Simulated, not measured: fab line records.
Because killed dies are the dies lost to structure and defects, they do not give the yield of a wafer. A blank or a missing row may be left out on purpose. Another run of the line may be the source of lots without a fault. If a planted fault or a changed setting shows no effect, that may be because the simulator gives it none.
Which tool is to blame? || flow n5_finfet || Sampling: 24 lots, 72 wafers, 5 of 1938 route steps

WHAT THE GAUGES SHOWED, per wafer
N5_BEOL_M15_CD_MEAS_10 targets a cd of 360 nm.
{"lot": "L074", "measured": "day 11 06:19", "on": "cd_sem-03", "cd_nm (nm)": "359.8 362.1 360.5"}
{"lot": "L075", "measured": "day 11 15:55", "on": "cd_sem-03", "cd_nm (nm)": "360.6 362.0 359.2"}
{"lot": "L076", "measured": "day 12 11:43", "on": "cd_sem-03", "cd_nm (nm)": "360.3 359.2 361.3"}
{"lot": "L078", "measured": "day 12 12:56", "on": "cd_sem-03", "cd_nm (nm)": "363.3 362.7 361.4"}
{"lot": "L077", "measured": "day 12 13:53", "on": "cd_sem-02", "cd_nm (nm)": "361.1 361.3 361.3"}
{"lot": "L079", "measured": "day 13 02:45", "on": "cd_sem-02", "cd_nm (nm)": "359.1 363.4 360.8"}
{"lot": "L080", "measured": "day 13 05:58", "on": "cd_sem-03", "cd_nm (nm)": "363.4 362.5 362.5"}
{"lot": "L082", "measured": "day 13 08:19", "on": "cd_sem-02", "cd_nm (nm)": "363.2 362.5 364.8"}
{"lot": "L081", "measured": "day 13 08:44", "on": "cd_sem-02", "cd_nm (nm)": "360.0 359.0 358.5"}
{"lot": "L083", "measured": "day 13 18:10", "on": "cd_sem-02", "cd_nm (nm)": "363.8 362.5 361.2"}
{"lot": "L086", "measured": "day 14 10:07", "on": "cd_sem-02", "cd_nm (nm)": "364.5 363.3 360.5"}
{"lot": "L085", "measured": "day 14 15:44", "on": "cd_sem-03", "cd_nm (nm)": "360.1 364.0 359.7"}
{"lot": "L087", "measured": "day 14 16:17", "on": "cd_sem-02", "cd_nm (nm)": "358.7 358.9 358.4"}
{"lot": "L084", "measured": "day 14 16:22", "on": "cd_sem-03", "cd_nm (nm)": "359.2 358.2 361.2"}
{"lot": "L088", "measured": "day 14 20:57", "on": "cd_sem-03", "cd_nm (nm)": "362.1 359.0 360.9"}
{"lot": "L090", "measured": "day 16 00:43", "on": "cd_sem-03", "cd_nm (nm)": "362.1 359.2 360.3"}
{"lot": "L089", "measured": "day 16 04:33", "on": "cd_sem-03", "cd_nm (nm)": "358.1 357.2 358.8"}
{"lot": "L092", "measured": "day 16 05:59", "on": "cd_sem-01", "cd_nm (nm)": "361.0 358.9 363.4"}
{"lot": "L091", "measured": "day 16 06:27", "on": "cd_sem-02", "cd_nm (nm)": "361.9 358.3 361.7"}
{"lot": "L094", "measured": "day 16 14:37", "on": "cd_sem-01", "cd_nm (nm)": "361.3 359.8 360.5"}
{"lot": "L093", "measured": "day 16 15:09", "on": "cd_sem-02", "cd_nm (nm)": "358.4 363.0 357.7"}
{"lot": "L095", "measured": "day 16 18:47", "on": "cd_sem-01", "cd_nm (nm)": "362.1 361.1 361.1"}
{"lot": "L096", "measured": "day 16 22:05", "on": "cd_sem-02", "cd_nm (nm)": "364.0 359.6 362.8"}
{"lot": "L097", "measured": "day 17 04:26", "on": "cd_sem-01", "cd_nm (nm)": "361.5 361.0 363.7"}

N5_BEOL_M15_RS_MEAS_54: a four-point-probe measurement.
{"lot": "L074", "measured": "day 11 15:23", "on": "film_metro-02", "M15_RS (ohm/sq)": "0.0222 0.0218 0.0213"}
{"lot": "L075", "measured": "day 11 22:55", "on": "film_metro-01", "M15_RS (ohm/sq)": "0.0220 0.0216 0.0223"}
{"lot": "L076", "measured": "day 12 19:15", "on": "film_metro-01", "M15_RS (ohm/sq)": "0.0221 0.0219 0.0215"}
{"lot": "L078", "measured": "day 12 19:35", "on": "film_metro-01", "M15_RS (ohm/sq)": "0.0216 0.0210 0.0214"}
{"lot": "L077", "measured": "day 12 22:46", "on": "film_metro-02", "M15_RS (ohm/sq)": "0.0212 0.0216 0.0222"}
{"lot": "L079", "measured": "day 13 10:16", "on": "film_metro-01", "M15_RS (ohm/sq)": "0.0210 0.0215 0.0212"}
{"lot": "L080", "measured": "day 13 11:11", "on": "film_metro-02", "M15_RS (ohm/sq)": "0.0218 0.0222 0.0219"}
{"lot": "L082", "measured": "day 13 16:05", "on": "film_metro-02", "M15_RS (ohm/sq)": "0.0219 0.0215 0.0216"}
{"lot": "L081", "measured": "day 13 15:36", "on": "film_metro-02", "M15_RS (ohm/sq)": "0.0216 0.0217 0.0219"}
{"lot": "L083", "measured": "day 13 22:14", "on": "film_metro-02", "M15_RS (ohm/sq)": "0.0223 0.0222 0.0219"}
{"lot": "L086", "measured": "day 14 16:43", "on": "film_metro-01", "M15_RS (ohm/sq)": "0.0211 0.0218 0.0217"}
{"lot": "L085", "measured": "day 14 22:20", "on": "film_metro-02", "M15_RS (ohm/sq)": "0.0220 0.0219 0.0215"}
{"lot": "L087", "measured": "day 14 22:37", "on": "film_metro-01", "M15_RS (ohm/sq)": "0.0214 0.0217 0.0223"}
{"lot": "L084", "measured": "day 15 03:41", "on": "film_metro-01", "M15_RS (ohm/sq)": "0.0223 0.0221 0.0214"}
{"lot": "L088", "measured": "day 15 04:04", "on": "film_metro-02", "M15_RS (ohm/sq)": "0.0213 0.0222 0.0214"}
{"lot": "L090", "measured": "day 16 05:54", "on": "film_metro-02", "M15_RS (ohm/sq)": "0.0217 0.0215 0.0223"}
{"lot": "L089", "measured": "day 16 08:40", "on": "film_metro-02", "M15_RS (ohm/sq)": "0.0218 0.0210 0.0214"}
{"lot": "L092", "measured": "day 16 16:53", "on": "film_metro-01", "M15_RS (ohm/sq)": "0.0216 0.0218 0.0211"}
{"lot": "L091", "measured": "day 16 16:37", "on": "film_metro-01", "M15_RS (ohm/sq)": "0.0221 0.0222 0.0224"}
{"lot": "L094", "measured": "day 16 19:52", "on": "film_metro-02", "M15_RS (ohm/sq)": "0.0216 0.0222 0.0213"}
{"lot": "L093", "measured": "day 16 20:14", "on": "film_metro-02", "M15_RS (ohm/sq)": "0.0222 0.0222 0.0219"}
{"lot": "L095", "measured": "day 16 23:06", "on": "film_metro-01", "M15_RS (ohm/sq)": "0.0222 0.0215 0.0213"}
{"lot": "L096", "measured": "day 17 03:08", "on": "film_metro-02", "M15_RS (ohm/sq)": "0.0220 0.0219 0.0214"}
{"lot": "L097", "measured": "day 17 10:03", "on": "film_metro-01", "M15_RS (ohm/sq)": "0.0215 0.0219 0.0218"}

TOOL THAT RAN EACH LOT (tool first, then ch and the chambers of the sampled wafers, then the start)
{"lot": "L074", "N5_BEOL_M15_DESCUM_15": "rie_diel-03 ch 1,2,3, day 11 06:25", "N5_BEOL_M15_ETCH_59": "rie_diel-03 ch 1,2,3, day 11 06:26", "N5_BEOL_M15_DEGAS_41": "pvd_sputter-01, day 11 14:03"}
{"lot": "L075", "N5_BEOL_M15_DESCUM_15": "rie_diel-04 ch 1,3, day 11 16:09", "N5_BEOL_M15_ETCH_59": "rie_diel-04 ch 1,3, day 11 16:11", "N5_BEOL_M15_DEGAS_41": "pvd_sputter-03, day 11 21:20"}
{"lot": "L076", "N5_BEOL_M15_DESCUM_15": "rie_diel-04 ch 1,2, day 12 11:49", "N5_BEOL_M15_ETCH_59": "rie_diel-04 ch 1,2, day 12 11:50", "N5_BEOL_M15_DEGAS_41": "pvd_sputter-02, day 12 17:50"}
{"lot": "L078", "N5_BEOL_M15_DESCUM_15": "rie_diel-03 ch 1,2, day 12 13:01", "N5_BEOL_M15_ETCH_59": "rie_diel-03 ch 1,2, day 12 13:04", "N5_BEOL_M15_DEGAS_41": "pvd_sputter-01, day 12 17:54"}
{"lot": "L077", "N5_BEOL_M15_DESCUM_15": "rie_diel-04 ch 1,2, day 12 13:58", "N5_BEOL_M15_ETCH_59": "rie_diel-04 ch 1,2, day 12 14:00", "N5_BEOL_M15_DEGAS_41": "pvd_sputter-03, day 12 21:25"}
{"lot": "L079", "N5_BEOL_M15_DESCUM_15": "rie_diel-04 ch 0,1,3, day 13 02:50", "N5_BEOL_M15_ETCH_59": "rie_diel-04 ch 0,1,3, day 13 02:53", "N5_BEOL_M15_DEGAS_41": "pvd_sputter-01, day 13 08:55"}
{"lot": "L080", "N5_BEOL_M15_DESCUM_15": "rie_diel-02 ch 0,1,3, day 13 06:02", "N5_BEOL_M15_ETCH_59": "rie_diel-02 ch 0,1,3, day 13 06:05", "N5_BEOL_M15_DEGAS_41": "pvd_sputter-02, day 13 09:15"}
{"lot": "L082", "N5_BEOL_M15_DESCUM_15": "rie_diel-04 ch 0,1,2, day 13 09:11", "N5_BEOL_M15_ETCH_59": "rie_diel-04 ch 0,1,2, day 13 09:13", "N5_BEOL_M15_DEGAS_41": "pvd_sputter-01, day 13 14:38"}
{"lot": "L081", "N5_BEOL_M15_DESCUM_15": "rie_diel-02 ch 0,3, day 13 09:32", "N5_BEOL_M15_ETCH_59": "rie_diel-02 ch 0,3, day 13 09:35", "N5_BEOL_M15_DEGAS_41": "pvd_sputter-01, day 13 14:17"}
{"lot": "L083", "N5_BEOL_M15_DESCUM_15": "rie_diel-02 ch 1,2,3, day 13 18:16", "N5_BEOL_M15_ETCH_59": "rie_diel-02 ch 1,2,3, day 13 18:17", "N5_BEOL_M15_DEGAS_41": "pvd_sputter-01, day 13 20:53"}
{"lot": "L086", "N5_BEOL_M15_DESCUM_15": "rie_diel-02 ch 0,2,3, day 14 10:13", "N5_BEOL_M15_ETCH_59": "rie_diel-02 ch 0,2,3, day 14 10:15", "N5_BEOL_M15_DEGAS_41": "pvd_sputter-03, day 14 14:46"}
{"lot": "L085", "N5_BEOL_M15_DESCUM_15": "rie_diel-02 ch 0,2, day 14 15:49", "N5_BEOL_M15_ETCH_59": "rie_diel-02 ch 0,2, day 14 15:51", "N5_BEOL_M15_DEGAS_41": "pvd_sputter-02, day 14 20:28"}
{"lot": "L087", "N5_BEOL_M15_DESCUM_15": "rie_diel-04 ch 0,1,3, day 14 16:45", "N5_BEOL_M15_ETCH_59": "rie_diel-04 ch 0,1,3, day 14 16:47", "N5_BEOL_M15_DEGAS_41": "pvd_sputter-02, day 14 21:08"}
{"lot": "L084", "N5_BEOL_M15_DESCUM_15": "rie_diel-03 ch 0,3, day 14 17:49", "N5_BEOL_M15_ETCH_59": "rie_diel-03 ch 0,3, day 14 17:51", "N5_BEOL_M15_DEGAS_41": "pvd_sputter-03, day 15 02:22"}
{"lot": "L088", "N5_BEOL_M15_DESCUM_15": "rie_diel-02 ch 2,3, day 14 21:09", "N5_BEOL_M15_ETCH_59": "rie_diel-02 ch 2,3, day 14 21:12", "N5_BEOL_M15_DEGAS_41": "pvd_sputter-01, day 15 02:45"}
{"lot": "L090", "N5_BEOL_M15_DESCUM_15": "rie_diel-04 ch 1,2,3, day 16 00:49", "N5_BEOL_M15_ETCH_59": "rie_diel-04 ch 1,2,3, day 16 00:50", "N5_BEOL_M15_DEGAS_41": "pvd_sputter-01, day 16 03:38"}
{"lot": "L089", "N5_BEOL_M15_DESCUM_15": "rie_diel-02 ch 0,2,3, day 16 04:38", "N5_BEOL_M15_ETCH_59": "rie_diel-02 ch 0,2,3, day 16 04:41", "N5_BEOL_M15_DEGAS_41": "pvd_sputter-03, day 16 07:19"}
{"lot": "L092", "N5_BEOL_M15_DESCUM_15": "rie_diel-02 ch 0,1,2, day 16 06:04", "N5_BEOL_M15_ETCH_59": "rie_diel-02 ch 0,1,2, day 16 06:06", "N5_BEOL_M15_DEGAS_41": "pvd_sputter-03, day 16 15:14"}
{"lot": "L091", "N5_BEOL_M15_DESCUM_15": "rie_diel-03 ch 0,1,3, day 16 06:32", "N5_BEOL_M15_ETCH_59": "rie_diel-03 ch 0,1,3, day 16 06:34", "N5_BEOL_M15_DEGAS_41": "pvd_sputter-02, day 16 15:10"}
{"lot": "L094", "N5_BEOL_M15_DESCUM_15": "rie_diel-03 ch 0,1, day 16 14:42", "N5_BEOL_M15_ETCH_59": "rie_diel-03 ch 0,1, day 16 14:44", "N5_BEOL_M15_DEGAS_41": "pvd_sputter-02, day 16 18:10"}
{"lot": "L093", "N5_BEOL_M15_DESCUM_15": "rie_diel-03 ch 1,3, day 16 15:14", "N5_BEOL_M15_ETCH_59": "rie_diel-03 ch 1,3, day 16 15:16", "N5_BEOL_M15_DEGAS_41": "pvd_sputter-03, day 16 18:50"}
{"lot": "L095", "N5_BEOL_M15_DESCUM_15": "rie_diel-02 ch 0,1,3, day 16 19:39", "N5_BEOL_M15_ETCH_59": "rie_diel-02 ch 0,1,3, day 16 19:41", "N5_BEOL_M15_DEGAS_41": "pvd_sputter-01, day 16 21:47"}
{"lot": "L096", "N5_BEOL_M15_DESCUM_15": "rie_diel-02 ch 1,2, day 16 22:11", "N5_BEOL_M15_ETCH_59": "rie_diel-02 ch 1,2, day 16 22:14", "N5_BEOL_M15_DEGAS_41": "pvd_sputter-03, day 17 01:26"}
{"lot": "L097", "N5_BEOL_M15_DESCUM_15": "rie_diel-04 ch 1,3, day 17 04:31", "N5_BEOL_M15_ETCH_59": "rie_diel-04 ch 1,3, day 17 04:34", "N5_BEOL_M15_DEGAS_41": "pvd_sputter-01, day 17 08:44"}
- N5_BEOL_M15_DESCUM_15: chemistry O2, time 7.9 s.
- N5_BEOL_M15_ETCH_59: etches BARC in N2/H2, target depth 89 nm, overetch 26.7 nm, time 67.9 s.
- N5_BEOL_M15_DEGAS_41: time 60 s.

AS READ BY THE TOOLS THEMSELVES (means over the sampled wafers that have a number; for cases with no such wafer, the mark the record gives instead)
N5_BEOL_M15_DESCUM_15.
{"lot": "L074", "tool": "rie_diel-03", "drypump_motor_current_A (A)": 5.7, "oes_product_au (a.u.)": 0.70, "rf_vpp_V (V)": 241.9, "showerhead_plenum_p_Torr (Torr)": 2.05, "throttle_valve_pct (%)": 20.55}
{"lot": "L075", "tool": "rie_diel-04", "drypump_motor_current_A (A)": 5.9, "oes_product_au (a.u.)": 0.70, "rf_vpp_V (V)": 243.8, "showerhead_plenum_p_Torr (Torr)": 2.17, "throttle_valve_pct (%)": 20.52}
{"lot": "L076", "tool": "rie_diel-04", "drypump_motor_current_A (A)": 5.6, "oes_product_au (a.u.)": 0.73, "rf_vpp_V (V)": 243.8, "showerhead_plenum_p_Torr (Torr)": 2.11, "throttle_valve_pct (%)": 20.42}
{"lot": "L078", "tool": "rie_diel-03", "drypump_motor_current_A (A)": 6.1, "oes_product_au (a.u.)": 0.69, "rf_vpp_V (V)": 241.5, "showerhead_plenum_p_Torr (Torr)": 2.09, "throttle_valve_pct (%)": 20.61}
{"lot": "L077", "tool": "rie_diel-04", "drypump_motor_current_A (A)": 5.8, "oes_product_au (a.u.)": 0.72, "rf_vpp_V (V)": 243.9, "showerhead_plenum_p_Torr (Torr)": 2.13, "throttle_valve_pct (%)": 20.45}
{"lot": "L079", "tool": "rie_diel-04", "drypump_motor_current_A (A)": 6.1, "oes_product_au (a.u.)": 0.69, "rf_vpp_V (V)": 243.2, "showerhead_plenum_p_Torr (Torr)": 2.10, "throttle_valve_pct (%)": 20.56}
{"lot": "L080", "tool": "rie_diel-02", "drypump_motor_current_A (A)": 5.9, "oes_product_au (a.u.)": 0.81, "rf_vpp_V (V)": 243.7, "showerhead_plenum_p_Torr (Torr)": 2.11, "throttle_valve_pct (%)": 20.40}
{"lot": "L082", "tool": "rie_diel-04", "drypump_motor_current_A (A)": 5.9, "oes_product_au (a.u.)": 0.70, "rf_vpp_V (V)": 242.7, "showerhead_plenum_p_Torr (Torr)": 2.06, "throttle_valve_pct (%)": 20.50}
{"lot": "L081", "tool": "rie_diel-02", "drypump_motor_current_A (A)": 6.1, "oes_product_au (a.u.)": 0.86, "rf_vpp_V (V)": 244.5, "showerhead_plenum_p_Torr (Torr)": 2.17, "throttle_valve_pct (%)": 20.45}
{"lot": "L083", "tool": "rie_diel-02", "drypump_motor_current_A (A)": 6.3, "oes_product_au (a.u.)": 0.78, "rf_vpp_V (V)": 241.9, "showerhead_plenum_p_Torr (Torr)": 2.07, "throttle_valve_pct (%)": 20.36}
{"lot": "L086", "tool": "rie_diel-02", "drypump_motor_current_A (A)": 5.9, "oes_product_au (a.u.)": 0.79, "rf_vpp_V (V)": 243.2, "showerhead_plenum_p_Torr (Torr)": 2.13, "throttle_valve_pct (%)": 20.39}
{"lot": "L085", "tool": "rie_diel-02", "drypump_motor_current_A (A)": 5.5, "oes_product_au (a.u.)": 0.73, "rf_vpp_V (V)": 245.2, "showerhead_plenum_p_Torr (Torr)": 2.15, "throttle_valve_pct (%)": 20.38}
{"lot": "L087", "tool": "rie_diel-04", "drypump_motor_current_A (A)": 6.1, "oes_product_au (a.u.)": 0.79, "rf_vpp_V (V)": 244.5, "showerhead_plenum_p_Torr (Torr)": 2.18, "throttle_valve_pct (%)": 20.45}
{"lot": "L084", "tool": "rie_diel-03", "drypump_motor_current_A (A)": 5.5, "oes_product_au (a.u.)": 0.76, "rf_vpp_V (V)": 243.0, "showerhead_plenum_p_Torr (Torr)": 2.06, "throttle_valve_pct (%)": 20.50}
{"lot": "L088", "tool": "rie_diel-02", "drypump_motor_current_A (A)": 6.4, "oes_product_au (a.u.)": 0.82, "rf_vpp_V (V)": 243.8, "showerhead_plenum_p_Torr (Torr)": 2.12, "throttle_valve_pct (%)": 20.42}
{"lot": "L090", "tool": "rie_diel-04", "drypump_motor_current_A (A)": 5.8, "oes_product_au (a.u.)": 0.68, "rf_vpp_V (V)": 244.2, "showerhead_plenum_p_Torr (Torr)": 2.13, "throttle_valve_pct (%)": 20.53}
{"lot": "L089", "tool": "rie_diel-02", "drypump_motor_current_A (A)": 5.9, "oes_product_au (a.u.)": 0.76, "rf_vpp_V (V)": 243.4, "showerhead_plenum_p_Torr (Torr)": 2.13, "throttle_valve_pct (%)": 20.41}
{"lot": "L092", "tool": "rie_diel-02", "drypump_motor_current_A (A)": 5.8, "oes_product_au (a.u.)": 0.72, "rf_vpp_V (V)": 243.4, "showerhead_plenum_p_Torr (Torr)": 2.08, "throttle_valve_pct (%)": 20.38}
{"lot": "L091", "tool": "rie_diel-03", "drypump_motor_current_A (A)": 5.9, "oes_product_au (a.u.)": 0.76, "rf_vpp_V (V)": 243.0, "showerhead_plenum_p_Torr (Torr)": 2.09, "throttle_valve_pct (%)": 20.55}
{"lot": "L094", "tool": "rie_diel-03", "drypump_motor_current_A (A)": 6.2, "oes_product_au (a.u.)": 0.74, "rf_vpp_V (V)": 243.8, "showerhead_plenum_p_Torr (Torr)": 2.12, "throttle_valve_pct (%)": 20.60}
{"lot": "L093", "tool": "rie_diel-03", "drypump_motor_current_A (A)": 5.7, "oes_product_au (a.u.)": 0.68, "rf_vpp_V (V)": 242.5, "showerhead_plenum_p_Torr (Torr)": 2.02, "throttle_valve_pct (%)": 20.75}
{"lot": "L095", "tool": "rie_diel-02", "drypump_motor_current_A (A)": 6.0, "oes_product_au (a.u.)": 0.77, "rf_vpp_V (V)": 241.7, "showerhead_plenum_p_Torr (Torr)": 2.11, "throttle_valve_pct (%)": 20.42}
{"lot": "L096", "tool": "rie_diel-02", "drypump_motor_current_A (A)": 6.2, "oes_product_au (a.u.)": 0.70, "rf_vpp_V (V)": 242.2, "showerhead_plenum_p_Torr (Torr)": 2.01, "throttle_valve_pct (%)": 20.35}
{"lot": "L097", "tool": "rie_diel-04", "drypump_motor_current_A (A)": 6.0, "oes_product_au (a.u.)": 0.67, "rf_vpp_V (V)": 243.6, "showerhead_plenum_p_Torr (Torr)": 2.16, "throttle_valve_pct (%)": 20.59}

N5_BEOL_M15_ETCH_59.
{"lot": "L074", "tool": "rie_diel-03", "drypump_motor_current_A (A)": 5.7, "oes_product_au (a.u.)": 0.61, "rf_vpp_V (V)": 523.7, "showerhead_plenum_p_Torr (Torr)": 2.48, "throttle_valve_pct (%)": 17.94}
{"lot": "L075", "tool": "rie_diel-04", "drypump_motor_current_A (A)": 5.9, "oes_product_au (a.u.)": 0.60, "rf_vpp_V (V)": 525.9, "showerhead_plenum_p_Torr (Torr)": 2.62, "throttle_valve_pct (%)": 17.83}
{"lot": "L076", "tool": "rie_diel-04", "drypump_motor_current_A (A)": 5.6, "oes_product_au (a.u.)": 0.62, "rf_vpp_V (V)": 524.4, "showerhead_plenum_p_Torr (Torr)": 2.56, "throttle_valve_pct (%)": 17.91}
{"lot": "L078", "tool": "rie_diel-03", "drypump_motor_current_A (A)": 6.1, "oes_product_au (a.u.)": 0.59, "rf_vpp_V (V)": 523.0, "showerhead_plenum_p_Torr (Torr)": 2.51, "throttle_valve_pct (%)": 17.93}
{"lot": "L077", "tool": "rie_diel-04", "drypump_motor_current_A (A)": 5.9, "oes_product_au (a.u.)": 0.61, "rf_vpp_V (V)": 525.4, "showerhead_plenum_p_Torr (Torr)": 2.60, "throttle_valve_pct (%)": 17.96}
{"lot": "L079", "tool": "rie_diel-04", "drypump_motor_current_A (A)": 6.1, "oes_product_au (a.u.)": 0.60, "rf_vpp_V (V)": 523.7, "showerhead_plenum_p_Torr (Torr)": 2.54, "throttle_valve_pct (%)": 17.98}
{"lot": "L080", "tool": "rie_diel-02", "drypump_motor_current_A (A)": 6.0, "oes_product_au (a.u.)": 0.69, "rf_vpp_V (V)": 524.5, "showerhead_plenum_p_Torr (Torr)": 2.56, "throttle_valve_pct (%)": 17.77}
{"lot": "L082", "tool": "rie_diel-04", "drypump_motor_current_A (A)": 5.9, "oes_product_au (a.u.)": 0.61, "rf_vpp_V (V)": 523.0, "showerhead_plenum_p_Torr (Torr)": 2.51, "throttle_valve_pct (%)": 18.01}
{"lot": "L081", "tool": "rie_diel-02", "drypump_motor_current_A (A)": 6.1, "oes_product_au (a.u.)": 0.73, "rf_vpp_V (V)": 525.6, "showerhead_plenum_p_Torr (Torr)": 2.61, "throttle_valve_pct (%)": 17.71}
{"lot": "L083", "tool": "rie_diel-02", "drypump_motor_current_A (A)": 6.3, "oes_product_au (a.u.)": 0.67, "rf_vpp_V (V)": 523.6, "showerhead_plenum_p_Torr (Torr)": 2.51, "throttle_valve_pct (%)": 17.77}
{"lot": "L086", "tool": "rie_diel-02", "drypump_motor_current_A (A)": 6.0, "oes_product_au (a.u.)": 0.67, "rf_vpp_V (V)": 524.6, "showerhead_plenum_p_Torr (Torr)": 2.59, "throttle_valve_pct (%)": 17.76}
{"lot": "L085", "tool": "rie_diel-02", "drypump_motor_current_A (A)": 5.4, "oes_product_au (a.u.)": 0.64, "rf_vpp_V (V)": 525.2, "showerhead_plenum_p_Torr (Torr)": 2.60, "throttle_valve_pct (%)": 17.81}
{"lot": "L087", "tool": "rie_diel-04", "drypump_motor_current_A (A)": 6.1, "oes_product_au (a.u.)": 0.68, "rf_vpp_V (V)": 527.4, "showerhead_plenum_p_Torr (Torr)": 2.64, "throttle_valve_pct (%)": 17.85}
{"lot": "L084", "tool": "rie_diel-03", "drypump_motor_current_A (A)": 5.5, "oes_product_au (a.u.)": 0.65, "rf_vpp_V (V)": 521.9, "showerhead_plenum_p_Torr (Torr)": 2.49, "throttle_valve_pct (%)": 17.90}
{"lot": "L088", "tool": "rie_diel-02", "drypump_motor_current_A (A)": 6.4, "oes_product_au (a.u.)": 0.70, "rf_vpp_V (V)": 524.3, "showerhead_plenum_p_Torr (Torr)": 2.57, "throttle_valve_pct (%)": 17.72}
{"lot": "L090", "tool": "rie_diel-04", "drypump_motor_current_A (A)": 5.8, "oes_product_au (a.u.)": 0.59, "rf_vpp_V (V)": 525.7, "showerhead_plenum_p_Torr (Torr)": 2.58, "throttle_valve_pct (%)": 17.92}
{"lot": "L089", "tool": "rie_diel-02", "drypump_motor_current_A (A)": 6.0, "oes_product_au (a.u.)": 0.66, "rf_vpp_V (V)": 525.4, "showerhead_plenum_p_Torr (Torr)": 2.58, "throttle_valve_pct (%)": 17.79}
{"lot": "L092", "tool": "rie_diel-02", "drypump_motor_current_A (A)": 5.8, "oes_product_au (a.u.)": 0.62, "rf_vpp_V (V)": 523.6, "showerhead_plenum_p_Torr (Torr)": 2.52, "throttle_valve_pct (%)": 17.83}
{"lot": "L091", "tool": "rie_diel-03", "drypump_motor_current_A (A)": 5.9, "oes_product_au (a.u.)": 0.64, "rf_vpp_V (V)": 523.6, "showerhead_plenum_p_Torr (Torr)": 2.53, "throttle_valve_pct (%)": 17.89}
{"lot": "L094", "tool": "rie_diel-03", "drypump_motor_current_A (A)": 6.3, "oes_product_au (a.u.)": 0.63, "rf_vpp_V (V)": 524.7, "showerhead_plenum_p_Torr (Torr)": 2.56, "throttle_valve_pct (%)": 17.89}
{"lot": "L093", "tool": "rie_diel-03", "drypump_motor_current_A (A)": 5.7, "oes_product_au (a.u.)": 0.59, "rf_vpp_V (V)": 520.5, "showerhead_plenum_p_Torr (Torr)": 2.43, "throttle_valve_pct (%)": 18.03}
{"lot": "L095", "tool": "rie_diel-02", "drypump_motor_current_A (A)": 6.0, "oes_product_au (a.u.)": 0.66, "rf_vpp_V (V)": 524.0, "showerhead_plenum_p_Torr (Torr)": 2.55, "throttle_valve_pct (%)": 17.81}
{"lot": "L096", "tool": "rie_diel-02", "drypump_motor_current_A (A)": 6.2, "oes_product_au (a.u.)": 0.61, "rf_vpp_V (V)": 521.3, "showerhead_plenum_p_Torr (Torr)": 2.45, "throttle_valve_pct (%)": 17.86}
{"lot": "L097", "tool": "rie_diel-04", "drypump_motor_current_A (A)": 6.0, "oes_product_au (a.u.)": 0.57, "rf_vpp_V (V)": 525.8, "showerhead_plenum_p_Torr (Torr)": 2.60, "throttle_valve_pct (%)": 17.90}

N5_BEOL_M15_DEGAS_41.
{"lot": "L074", "tool": "pvd_sputter-01", "heater_power_w (W)": 499}
{"lot": "L075", "tool": "pvd_sputter-03", "heater_power_w (W)": 446}
{"lot": "L076", "tool": "pvd_sputter-02", "heater_power_w (W)": 494}
{"lot": "L078", "tool": "pvd_sputter-01", "heater_power_w (W)": 460}
{"lot": "L077", "tool": "pvd_sputter-03", "heater_power_w (W)": 455}
{"lot": "L079", "tool": "pvd_sputter-01", "heater_power_w (W)": 470}
{"lot": "L080", "tool": "pvd_sputter-02", "heater_power_w (W)": 497}
{"lot": "L082", "tool": "pvd_sputter-01", "heater_power_w (W)": 518}
{"lot": "L081", "tool": "pvd_sputter-01", "heater_power_w (W)": 498}
{"lot": "L083", "tool": "pvd_sputter-01", "heater_power_w (W)": 501}
{"lot": "L086", "tool": "pvd_sputter-03", "heater_power_w (W)": 467}
{"lot": "L085", "tool": "pvd_sputter-02", "heater_power_w (W)": 496}
{"lot": "L087", "tool": "pvd_sputter-02", "heater_power_w (W)": 489}
{"lot": "L084", "tool": "pvd_sputter-03", "heater_power_w (W)": 439}
{"lot": "L088", "tool": "pvd_sputter-01", "heater_power_w (W)": 507}
{"lot": "L090", "tool": "pvd_sputter-01", "heater_power_w (W)": 446}
{"lot": "L089", "tool": "pvd_sputter-03", "heater_power_w (W)": 437}
{"lot": "L092", "tool": "pvd_sputter-03", "heater_power_w (W)": 440}
{"lot": "L091", "tool": "pvd_sputter-02", "heater_power_w (W)": 492}
{"lot": "L094", "tool": "pvd_sputter-02", "heater_power_w (W)": 486}
{"lot": "L093", "tool": "pvd_sputter-03", "heater_power_w (W)": 474}
{"lot": "L095", "tool": "pvd_sputter-01", "heater_power_w (W)": 465}
{"lot": "L096", "tool": "pvd_sputter-03", "heater_power_w (W)": 453}
{"lot": "L097", "tool": "pvd_sputter-01", "heater_power_w (W)": 497}

THE ANSWER, worked out from the rows above alone
Rule: the usual values come from the lots themselves. Put in order of their means at a reading, lots are off if they are a third of the lots or fewer, leave a main group of 4 or more, and stand apart from it by a gap of 3 or more times the standard deviation of the main group's means; of several such gaps the widest counts. A main group whose means are all the same, to the digits that the tables above print for the reading, isn't used. Also off: a lot with no number at a reading for which 4 or more lots have one. All remaining lots with rows at the step are treated as sound. After the gauges, taken in route order, come the tools' own readings; for these a lot's mean is taken, as printed above. The first step at which some lot is off is used, and at that step the reading that is off furthest; a lot without a number counts as furthest.
No lot is off at any reading shown: from this, nothing can be told.

WHAT THE SIMULATOR PUT IN
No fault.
